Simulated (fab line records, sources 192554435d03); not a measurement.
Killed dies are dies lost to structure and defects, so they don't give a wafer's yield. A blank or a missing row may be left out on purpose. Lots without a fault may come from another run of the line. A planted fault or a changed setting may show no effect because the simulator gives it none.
Which tool did it? | flow n5_finfet | 7 lots, 19 wafers sampled, at 4 steps of a route of 1938

WHAT THE GAUGES READ, wafer by wafer
N5_BEOL_M9_OCD_MEAS_38.
lot  | measured     | on     | trench_depth_nm (nm)
L751 | day 9 15:36  | ocd-02 | 147 149 147
L754 | day 10 19:35 | ocd-01 | 149 151 151
L760 | day 12 20:40 | ocd-01 | 125 152
L762 | day 13 02:53 | ocd-02 | 122 154
L767 | day 14 08:29 | ocd-02 | 147 156 147
L768 | day 14 21:47 | ocd-01 | 157 149 157
L772 | day 16 06:13 | ocd-02 | 151 148 147

WHICH TOOL RAN EACH LOT (tool, then ch and the chambers of the sampled wafers, then the start)
lot  | N5_BEOL_M9_VIA_ETCH_34           | N5_BEOL_M9_TRENCH_ETCH_37        | N5_BEOL_M9_STRIP_80
L751 | rie_diel-04 ch 1,3, day 9 15:19  | rie_diel-04 ch 1,3, day 9 15:25  | rie_diel-04 ch 1,3, day 9 15:36 or earlier
L754 | rie_diel-04 ch 2,3, day 10 19:19 | rie_diel-04 ch 2,3, day 10 19:25 | rie_diel-04 ch 2,3, day 10 19:35 or earlier
L760 | rie_diel-04 ch 0,1, day 12 20:23 | rie_diel-04 ch 0,1, day 12 20:29 | rie_diel-04 ch 0,1, day 12 20:40 or earlier
L762 | rie_diel-04 ch 0,1, day 13 02:37 | rie_diel-04 ch 0,1, day 13 02:43 | rie_diel-04 ch 0,1, day 13 02:53 or earlier
L767 | rie_diel-02 ch 0,3, day 14 08:13 | rie_diel-02 ch 0,3, day 14 08:19 | rie_diel-02 ch 0,3, day 14 08:29 or earlier
L768 | rie_diel-02 ch 0,3, day 14 21:31 | rie_diel-02 ch 0,3, day 14 21:37 | rie_diel-02 ch 0,3, day 14 21:47 or earlier
L772 | rie_diel-02 ch 1,2, day 16 05:56 | rie_diel-02 ch 1,2, day 16 06:02 | rie_diel-02 ch 1,2, day 16 06:13 or earlier
- N5_BEOL_M9_VIA_ETCH_34: etches SiCOH lowk in C4F6/O2, target depth 182.4 nm, time 68.4 s.
- N5_BEOL_M9_TRENCH_ETCH_37: etches SiCOH lowk in C4F6/O2, target depth 151.43 nm, time 49 s.
- N5_BEOL_M9_STRIP_80: strips in N2/H2, time 10 s.

THE ANSWER, worked out from the rows above alone
Rule: what is usual is taken from the lots themselves. Put in order of their means at a reading, lots are off if they are a third of the lots or fewer, leave a main group of 4 or more, and stand apart from it by a gap of 3 or more times the standard deviation of the main group's means; of several such gaps the widest counts. A main group whose means are all the same, to the digits that the tables above print for the reading, isn't used. A lot without any number at a reading at which 4 lots or more have one is off too. The other lots that the step has rows for count as sound.
Off: L760, L762, at N5_BEOL_M9_OCD_MEAS_38 (trench_depth_nm). The main group: mean 150 nm, standard deviation 2.3.
A tool fits if, at a process step before that reading, it ran every lot that is off, and no sound lot after the first of them. The gauges at N5_BEOL_M9_OCD_MEAS_38 are tried like those tools. N5_BEOL_M9_STRIP_80 gives no start for some lots, so the hours and the order of its lots are those of N5_BEOL_M9_OCD_MEAS_38. One fits: rie_diel-04 at N5_BEOL_M9_VIA_ETCH_34 and N5_BEOL_M9_TRENCH_ETCH_37 and N5_BEOL_M9_STRIP_80. At N5_BEOL_M9_VIA_ETCH_34 its last sound lot is L754 (day 10 19:19), its first lot that is off L760 (day 12 20:23): a fault that began between those two fits.

WHAT THE SIMULATOR HAD PUT IN
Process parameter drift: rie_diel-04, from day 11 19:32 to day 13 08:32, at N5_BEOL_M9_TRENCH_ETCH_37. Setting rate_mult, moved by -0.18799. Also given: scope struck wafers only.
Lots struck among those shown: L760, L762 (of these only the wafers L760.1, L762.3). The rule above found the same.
